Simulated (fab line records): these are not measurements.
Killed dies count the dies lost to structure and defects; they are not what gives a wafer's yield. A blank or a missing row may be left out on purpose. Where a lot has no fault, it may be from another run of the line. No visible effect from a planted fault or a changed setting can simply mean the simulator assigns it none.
fab line records / flow n5-finfet
record lots=4 wafers=12 last-day=15
route steps=1938 shown BEOL_M1@785 PASSIVATION@1936
lots that met no fault: from a run of the same line without faults
start-h: start of the lot's first displayed wafer, in hours after the record's first day / wait-h: time in hours since the lot's previous step / " repeats the value in the row above / L1.1+2: a single row standing in for several wafers / - value missing, or start not given / * or withheld: withheld / < > ~ a bound
route shown NAME@n: NAME is a module with steps in the file, n the number in the route of the first one / usual: mean/standard deviation taken from wafers without a fault / same: alike in all rows / chamber/n: place in a boat / sites: each site's reading / _std_site: their standard deviation / _edge_site: the outer-site mean with the inner-site mean subtracted / radius-mm: for every site, how far away it sits from the centre of the wafer / mask NAME#n: copy n / behind: the last tool/chamber to shape the wafer / hold: the reason the lot was held/the length of the hold in hours/how it ended / device: the transistor (n, p or np) that didn't switch / end of line: the same wafers' tests at the end of the route / a step with no rows: only its recipe / killed: count of dies lost to structure and defects at first sort (not the wafer's yield) / map: the dies of a wafer, with x for killed, . for not killed, _ for no die there
set.NAME: the setting that was run; set.NAME@STEP: the one run at that earlier step / model.NAME: the simulator's own value behind a step, which no gauge read
lots at some steps of the route; a table a step, a row a wafer
services: when a tool's chamber went out of use (start-h, in hours from the record's first day, below 0 if earlier), for how many hours, and the reason
## steps
# step N5_BEOL_M1_DEVELOP_27
# recipe develop-time-s=30 developer=TMAH resist=CAR-EUV rinse-liquid=surfactant-rinse dry=air-spin dev-temp-c=23
# step N5_BEOL_M1_DESCUM_33
# recipe chemistry=O2 time-s=7 source-power-w=50 bias-power-w=20 pressure-mtorr=20 rf-frequency-hz=2.712e+07 temp-c=40 resist=CAR-EUV o2-flow-sccm=225
# step N5_BEOL_M1_ETCH_77
# recipe chemistry=N2/H2 target=underlayer target-depth-a=65 mask-material=CAR-EUV time-s=5.2 ion-energy-ev=200 pressure-mtorr=30 source-w=840 bias-w=150 n2-flow-sccm=200 h2-flow-sccm=200 ends=cleared
# step N5_BEOL_M1_ETCH_69
# recipe chemistry=CF4 target=SiARC target-depth-a=156 mask-material=CAR-EUV time-s=26 ion-energy-ev=80 pressure-mtorr=40 source-w=545 bias-w=36 Ar_flow_sccm=100 cf4-flow-sccm=100 ends=cleared
# step N5_BEOL_M1_ALD_98
# recipe material=SiO2 target-thk-a=25 temp-c=100 ald-precursor-family=BDEAS ald-co-reactant=O2-plasma pulse-time-s=1 co-reactant-pulse-time-s=1 purge-time-s=2 co-reactant-purge-time-s=2 ald-cycles=17 pressure-torr=2
# step N5_BEOL_M1_ETCHBACK_99
# recipe chemistry=CHF3 target=SiO2 target-depth-a=50 time-s=10.4 source-w=215 bias-w=47 Ar_flow_sccm=200 CHF3_flow_sccm=12 ion-energy-ev=100 pressure-mtorr=30
# step N5_BEOL_M1_ETCH_70
# recipe chemistry=N2/H2 target=SOC target-depth-a=800 overetch-a=160 mask-material=SiARC temp-c=40 time-s=120 ion-energy-ev=200 pressure-mtorr=30 source-w=840 bias-w=150 n2-flow-sccm=200 h2-flow-sccm=200
# step N5_BEOL_M1_STRIP_71
# recipe chemistry=N2/H2 temp-c=40 n2-flow-sccm=200 h2-flow-sccm=200 rf-frequency-hz=6e+07
# step N5_BEOL_M1_STRIP_78
# recipe chemistry=N2/H2 temp-c=40 n2-flow-sccm=200 h2-flow-sccm=200 rf-frequency-hz=6e+07
# step N5_BEOL_M1_VIA_ETCH_34
# recipe chemistry=C4F6/O2 target-depth-a=678 mask-material=SOC pressure-mtorr=15 ion-energy-ev=250 taper-deg=4 time-s=64.4 source-w=350 bias-w=170 Ar_flow_sccm=300 C4F6_flow_sccm=10 O2_flow_sccm=10
# usual chamber-pressure-mTorr=14.999/0.015 drypump-motor-current-A=5.5/0.39 oes-product-au=0.81/0.093 rf-vpp-V=667/7.1 showerhead-plenum-p-Torr=2.89/0.071 throttle-valve-pct=30.68/0.28
lot.wafer=L778.2 tool=rie-diel-05 chamber=3 start-h=136.01 wait-h=0.0 chamber-pressure-mTorr=15.007 drypump-motor-current-A=5.6 oes-product-au=0.94 rf-hours-counter-h=8 rf-vpp-V=667 showerhead-plenum-p-Torr=2.82 throttle-valve-pct=30.83
lot.wafer=L778.5 tool=rie-diel-05 chamber=0 start-h=136.01 wait-h=0.0 chamber-pressure-mTorr=15.000 drypump-motor-current-A=6.2 oes-product-au=0.75 rf-hours-counter-h=- rf-vpp-V=671 showerhead-plenum-p-Torr=2.96 throttle-valve-pct=30.98
lot.wafer=L778.6 tool=rie-diel-05 chamber=1 start-h=136.01 wait-h=0.0 chamber-pressure-mTorr=14.997 drypump-motor-current-A=5.6 oes-product-au=0.77 rf-hours-counter-h=- rf-vpp-V=661 showerhead-plenum-p-Torr=2.86 throttle-valve-pct=30.85
lot.wafer=L785.2 tool=rie-diel-05 chamber=0 start-h=188.01 wait-h=0.0 chamber-pressure-mTorr=15.004 drypump-motor-current-A=6.2 oes-product-au=0.74 rf-hours-counter-h=170 rf-vpp-V=672 showerhead-plenum-p-Torr=2.95 throttle-valve-pct=31.02
lot.wafer=L785.4 tool=rie-diel-05 chamber=3 start-h=188.01 wait-h=0.0 chamber-pressure-mTorr=14.984 drypump-motor-current-A=5.6 oes-product-au=0.90 rf-hours-counter-h=22 rf-vpp-V=667 showerhead-plenum-p-Torr=2.81 throttle-valve-pct=30.85
lot.wafer=L785.6 tool=rie-diel-05 chamber=0 start-h=188.01 wait-h=0.0 chamber-pressure-mTorr=15.001 drypump-motor-current-A=6.2 oes-product-au=0.73 rf-hours-counter-h=- rf-vpp-V=671 showerhead-plenum-p-Torr=2.95 throttle-valve-pct=31.02
lot.wafer=L788.1 tool=rie-diel-05 chamber=0 start-h=191.23 wait-h=0.0 chamber-pressure-mTorr=15.016 drypump-motor-current-A=6.2 oes-product-au=0.74 rf-hours-counter-h=171 rf-vpp-V=672 showerhead-plenum-p-Torr=2.95 throttle-valve-pct=30.99
lot.wafer=L788.2 tool=rie-diel-05 chamber=1 start-h=191.23 wait-h=0.0 chamber-pressure-mTorr=14.989 drypump-motor-current-A=5.6 oes-product-au=0.75 rf-hours-counter-h=154 rf-vpp-V=665 showerhead-plenum-p-Torr=2.86 throttle-valve-pct=30.86
lot.wafer=L788.4 tool=rie-diel-05 chamber=3 start-h=191.23 wait-h=0.0 chamber-pressure-mTorr=15.005 drypump-motor-current-A=5.6 oes-product-au=0.91 rf-hours-counter-h=24 rf-vpp-V=667 showerhead-plenum-p-Torr=2.81 throttle-valve-pct=30.85
lot.wafer=L792.2 tool=rie-diel-04 chamber=1 start-h=217.36 wait-h=0.0 chamber-pressure-mTorr=15.006 drypump-motor-current-A=5.3 oes-product-au=0.91 rf-hours-counter-h=21 rf-vpp-V=670 showerhead-plenum-p-Torr=2.77 throttle-valve-pct=30.54
lot.wafer=L792.3 tool=rie-diel-04 chamber=0 start-h=217.36 wait-h=0.0 chamber-pressure-mTorr=14.998 drypump-motor-current-A=5.9 oes-product-au=0.76 rf-hours-counter-h=149 rf-vpp-V=657 showerhead-plenum-p-Torr=2.86 throttle-valve-pct=30.64
lot.wafer=L792.4 tool=rie-diel-04 chamber=2 start-h=217.36 wait-h=0.0 chamber-pressure-mTorr=15.007 drypump-motor-current-A=6.4 oes-product-au=0.85 rf-hours-counter-h=58 rf-vpp-V=675 showerhead-plenum-p-Torr=2.89 throttle-valve-pct=30.93
# step N5_BEOL_M1_STRIP_83
# recipe chemistry=C4F6/O2 resist=SiARC rf-frequency-hz=6e+07
# step N5_BEOL_M1_STRIP_36
# recipe chemistry=N2/H2 power-w=450 temp-c=40 pressure-mtorr=20 rf-frequency-hz=6e+07 overash-fraction=0.3 bias-power-w=7 h2-frac=0.5 n2-flow-sccm=200 h2-flow-sccm=200
# step N5_BEOL_M1_TRENCH_ETCH_37
# recipe chemistry=C4F6/O2 target-depth-a=552.07 target=SiOC time-s=29 ion-energy-ev=250 pressure-mtorr=30 source-w=355 bias-w=185 Ar_flow_sccm=300 C4F6_flow_sccm=10 O2_flow_sccm=10
# step N5_BEOL_M1_ETCH_41
# recipe chemistry=CH3F/O2 target=SiCN target-depth-a=319 taper-deg=2 time-s=57.8 ion-energy-ev=120 mask-material=TiN pressure-mtorr=30 source-w=395 bias-w=75 Ar_flow_sccm=150 CH3F_flow_sccm=30 O2_flow_sccm=20
# step N5_BEOL_M1_STRIP_97
# recipe chemistry=N2/H2 time-s=10 power-w=450 temp-c=40 pressure-mtorr=20 rf-frequency-hz=6e+07 bias-power-w=7 n2-flow-sccm=200 h2-flow-sccm=200
# step N5_BEOL_M1_HM_STRIP_39
# recipe chemistry=peroxide-tin-strip material=TiN target-depth-a=250 temp-c=50 time-s=158
# step N5_BEOL_M1_SRD_40
# recipe time-s=30 temp-c=23 rinse-liquid=diw dry=ipa-marangoni
# step N5_BEOL_M1_PRECLEAN_42
# recipe chemistry=residue-remover time-s=60 temp-c=40
# step N5_BEOL_M1_SRD_43
# recipe time-s=30 temp-c=23 rinse-liquid=diw dry=ipa-marangoni
# step N5_BEOL_M1_DEGAS_44
# recipe ambient=vacuum temp-c=250 time-s=60
# step N5_BEOL_M1_PRE_CLEAN_45
# recipe gas=H2/He time-s=30 temp-c=250
# step N5_BEOL_M1_ALD_84
# recipe material=TaN target-thk-a=* temp-c=275 ald-precursor-family=PDMAT ald-co-reactant=NH3 pressure-torr=3 carrier-flow-sccm=1500 pulse-time-s=2 purge-time-s=3 co-reactant-purge-time-s=2 co-reactant-pulse-time-s=3 ald-cycles=30 precursor-vessel-temp-c=75 precursor-vessel-pressure-torr=26.25 precursor-vessel-carrier-sccm=1000
# step N5_BEOL_M1_SURFACE_TREAT_85
# recipe gas=Ar time-s=* ion-energy-ev=* ion-current-ma-cm2=0.5 pressure-mtorr=* ar-flow-sccm=30
# step N5_BEOL_M1_CVD_47
# recipe material=Co target-thk-a=30 temp-c=withheld precursor=CCTBA/H2 pressure-torr=30 time-s=223.8
# step N5_BEOL_M1_SPUTTER_48
# recipe material=Cu target-thk-a=45 temp-c=-20 chamber-pressure-pa=0.07 power-w=withheld time-s=8.29
# step N5_BEOL_M1_ANNEAL_49
# recipe temp-c=400 time-s=240 ambient=vacuum
# step N5_BEOL_M1_SPUTTER_79
# recipe material=Cu target-thk-a=45 temp-c=-20 chamber-pressure-pa=0.07 power-w=withheld time-s=8.29
# step N5_BEOL_M1_ANNEAL_80
# recipe temp-c=400 time-s=240 ambient=vacuum
# step N5_BEOL_M1_SPUTTER_81
# recipe material=Cu target-thk-a=45 temp-c=-20 chamber-pressure-pa=0.07 power-w=withheld time-s=8.29
# step N5_BEOL_M1_ANNEAL_82
# recipe temp-c=400 time-s=240 ambient=vacuum
# step N5_BEOL_M1_SPUTTER_86
# recipe material=Cu target-thk-a=45 temp-c=-20 chamber-pressure-pa=0.07 power-w=withheld time-s=8.29
# step N5_BEOL_M1_ANNEAL_87
# recipe temp-c=400 time-s=240 ambient=vacuum
# step N5_BEOL_M1_SPUTTER_88
# recipe material=Cu target-thk-a=45 temp-c=-20 chamber-pressure-pa=0.07 power-w=withheld time-s=8.29
# step N5_BEOL_M1_ANNEAL_89
# recipe temp-c=400 time-s=240 ambient=vacuum
# step N5_BEOL_M1_SPUTTER_90
# recipe material=Cu target-thk-a=45 temp-c=-20 chamber-pressure-pa=0.07 power-w=withheld time-s=8.29
# step N5_BEOL_M1_ANNEAL_91
# recipe temp-c=400 time-s=240 ambient=vacuum
# step N5_BEOL_M1_SPUTTER_92
# recipe material=Cu target-thk-a=45 temp-c=-20 chamber-pressure-pa=0.07 power-w=withheld time-s=8.29
# step N5_PASSIVATION_PROBE_49
# usual defect-limited-yield=91.4/1.5 killed_at_M0_to_M3=34/10 killed_at_M4_up=15/6 killed-at-contacts=12/6 killed-at-front-end=37/11 killed-at-other=3.3/2.8 killed-dies=101/18 killed-on-rim=14/4.4 killed-open=66/14 killed-short=33/7.8 sort_bin_5_function=5.0/0.97 sort_bin_6_memory=3.2/0.72 sort-n-pass=1079/18 sort-yield-pct=91.4/1.5
# same gross-dies=1180 killed-at-back-side=0 sort_bin_4_leakage[%]=0 sort_bin_8_speed[%]=0
lot.wafer=L785.4 tool=prober-01 chamber=- start-h=330.43 wait-h=0.2 defect-limited-yield[%]=85.8 killed_at_M0_to_M3=87 killed_at_M4_up=25 killed-at-contacts=4 killed-at-front-end=49 killed-at-other=3 killed-dies=168 killed-on-rim=30 killed-open=94 killed-short=26 sort_bin_5_function[%]=8.3 sort_bin_6_memory[%]=4.7 sort-n-pass=1012 sort-yield-pct[%]=85.8
lot.wafer=L788.4 tool=prober-01 chamber=- start-h=348.07 wait-h=0.2 defect-limited-yield[%]=87.8 killed_at_M0_to_M3=80 killed_at_M4_up=17 killed-at-contacts=9 killed-at-front-end=36 killed-at-other=2 killed-dies=144 killed-on-rim=20 killed-open=61 killed-short=31 sort_bin_5_function[%]=7.0 sort_bin_6_memory[%]=2.9 sort-n-pass=1036 sort-yield-pct[%]=87.8
lot.wafer=L792.2 tool=prober-02 chamber=- start-h=369.42 wait-h=0.1 defect-limited-yield[%]=89.9 killed_at_M0_to_M3=37 killed_at_M4_up=25 killed-at-contacts=25 killed-at-front-end=30 killed-at-other=2 killed-dies=119 killed-on-rim=17 killed-open=89 killed-short=30 sort_bin_5_function[%]=6.2 sort_bin_6_memory[%]=3.6 sort-n-pass=1061 sort-yield-pct[%]=89.9
lot.wafer=L792.3 tool=prober-02 chamber=- start-h=369.47 wait-h=0.1 defect-limited-yield[%]=89.8 killed_at_M0_to_M3=48 killed_at_M4_up=24 killed-at-contacts=12 killed-at-front-end=32 killed-at-other=4 killed-dies=120 killed-on-rim=18 killed-open=82 killed-short=38 sort_bin_5_function[%]=6.4 sort_bin_6_memory[%]=3.4 sort-n-pass=1060 sort-yield-pct[%]=89.8
lot.wafer=L792.4 tool=prober-02 chamber=- start-h=369.52 wait-h=0.2 defect-limited-yield[%]=90.9 killed_at_M0_to_M3=29 killed_at_M4_up=24 killed-at-contacts=13 killed-at-front-end=38 killed-at-other=3 killed-dies=107 killed-on-rim=16 killed-open=74 killed-short=32 sort_bin_5_function[%]=5.3 sort_bin_6_memory[%]=3.5 sort-n-pass=1073 sort-yield-pct[%]=90.9
# killed by level:class
L785.4 BEOL_M1:unspecified=48 FIN_SAQP:geometric-particle:open=17 BEOL_M0_SAQP:geometric-particle:open=13 BEOL_M4:geometric-particle:open=13 STI_FIN_REVEAL:geometric-particle:open=10 BEOL_M0_SAQP:geometric-particle:short=8 DUMMY_GATE:geometric-particle:open=7 BEOL_M2:geometric-particle:open=7
L788.4 BEOL_M1:unspecified=50 BEOL_M0_SAQP:geometric-particle:open=10 FIN_SAQP:geometric-particle:open=9 MOL_CONTACT_COAG:geometric-particle:open=8 STI_FIN_REVEAL:geometric-particle:open=7 BEOL_M4:geometric-particle:open=7 BEOL_M0_SAQP:geometric-particle:short=6 BEOL_M3:geometric-particle:open=6
L792.2 MOL_CONTACT_COAG:geometric-particle:open=17 BEOL_M0_SAQP:geometric-particle:open=15 BEOL_M4:geometric-particle:open=13 FIN_SAQP:geometric-particle:open=10 MOL_CONTACT_COAG:geometric-particle:short=8 BEOL_M3:geometric-particle:open=7 BEOL_M0_SAQP:geometric-particle:short=5 FIN_SAQP:geometric-particle:short=4
L792.3 BEOL_M0_SAQP:geometric-particle:open=12 BEOL_M4:geometric-particle:open=12 BEOL_M0_SAQP:geometric-particle:short=10 BEOL_M1:geometric-particle:open=10 MOL_CONTACT_COAG:geometric-particle:open=9 BEOL_M2:geometric-particle:open=8 BEOL_M5:geometric-particle:open=8 FIN_SAQP:geometric-particle:open=7
L792.4 BEOL_M4:geometric-particle:open=11 MOL_CONTACT_COAG:geometric-particle:open=10 GATE_CUT:geometric-particle:open=8 BEOL_M3:geometric-particle:open=8 STI_FIN_REVEAL:geometric-particle:open=7 BEOL_M0_SAQP:geometric-particle:open=7 STARTING-WAFER:geometric-particle:open=6 FIN_SAQP:geometric-particle:short=5
# map L785.4 (x killed, . not)
_________________.xxxxxxxxxxx________________
______________..x..xxxxxxxxxxxxx_____________
___________.........xxxxxxxxxxx.xxx__________
__________x..x...x...xxxxxxx.x...x.._________
________......x..x..x.......x...x....._______
_______............x......x.....x......______
______.............x..x...x...x....x...._____
_____.x...........................x......____
____............x..xx.....................___
___...x.x.......x.....x...................x__
___..x...............x....x..x...........xx__
__...x.......x..........x..................._
__..........................x...x..........._
_.x.......x..........x.....x.................
_.x........x...........x.x...................
_.......x.x....x..................x........x.
_.......x..........x.........x........x...x..
_.x..........xx....x...x.x.......x.......x...
_........x........x...x..x..........x...x....
_....................xxx............x........
_.......x.x............x...x.......x..x...x..
__x...x............x.....x.................._
__..............x.........x.x.........x...x._
___.......x.......x.................x.x....__
___...............................x..x.....__
____....x......x.............x............___
_____............x....x.........x......x.____
______......x.........x...x.x....x......_____
_______...x.....xx.xx..............x...______
________...x.x...........x............_______
__________..................x......._________
___________...x....................__________
______________.................._____________
_________________x..........x________________
# map L788.4 (x killed, . not)
_________________.xxxxxxxxxxx________________
______________....xxxxxxxxxxxxxx_____________
___________........xxxxxxxxxxxx....__________
__________..........xxx.x.xxxxx..x.._________
________..........x...x..xxxx........._______
_______........................xx......______
______............x.....x....x.........._____
_____.......x...x.x......................____
____....x.......x......................x..___
___...x......x.x.........................x.__
___.................................x....x.__
__..................x.....x................._
__.................x...................x...._
_..x..x.x.x..................................
_.....x.........x.....................x......
_.........x..................x...............
_............x..x.....x....x....x...x........
_.......x.x...............x..................
_..x....x.....................x......x.......
_...x..................x.......x....x........
_.....x...x........x.................x.......
__...x.............................x......x._
__...........x..x....x...x..x..x............_
___....x...x...x......x.x......x.....x.....__
___..x.....x.......................xxx.....__
____.......................x..............___
_____..........x....x..x....x............____
______..............x..................._____
_______...xx.................x.........______
________.........x...................._______
__________............x......x......_________
___________...x......x.........xx..__________
______________..x.xx............_____________
_________________............________________
## services
tool=rie-diel-05 chamber=1 start-h=112.71 hours=3.3 kind=repair
tool=rie-diel-04 chamber=2 start-h=143.32 hours=5.9 kind=repair
tool=rie-diel-04 chamber=- start-h=144.48 hours=0.2 kind=repair
tool=rie-diel-05 chamber=3 start-h=210.20 hours=15.3 kind=repair
## key
first-sign step=N5_PASSIVATION_PROBE_49 reading=killed_at_M0_to_M3 direction=up sigmas=4.7 usual=34 struck=84
effect step=N5_PASSIVATION_PROBE_49 reading=defect-limited-yield direction=down sigmas=3.1 usual=91.4 struck=86.8
more-kills-born-at N5_BEOL_M1_VIA_ETCH_34@rie-diel-05=98
met-at N5_BEOL_M1_VIA_ETCH_34
struck-wafers L785.4,L788.4
baseline-loss step=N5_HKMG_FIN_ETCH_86 wafers=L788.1
onset-between 136.01 188.01
fault kind=chamber-particle-source tool=rie-diel-05 chamber=3 onset-h=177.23 steps=N5_BEOL_M1_VIA_ETCH_34 rate-per-visit-cm2=1.1364 end-h=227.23
# baseline-loss: these wafers lose ten dies or more at that step, a loss of the line's own and not of a fault; the sort's usual values leave them out
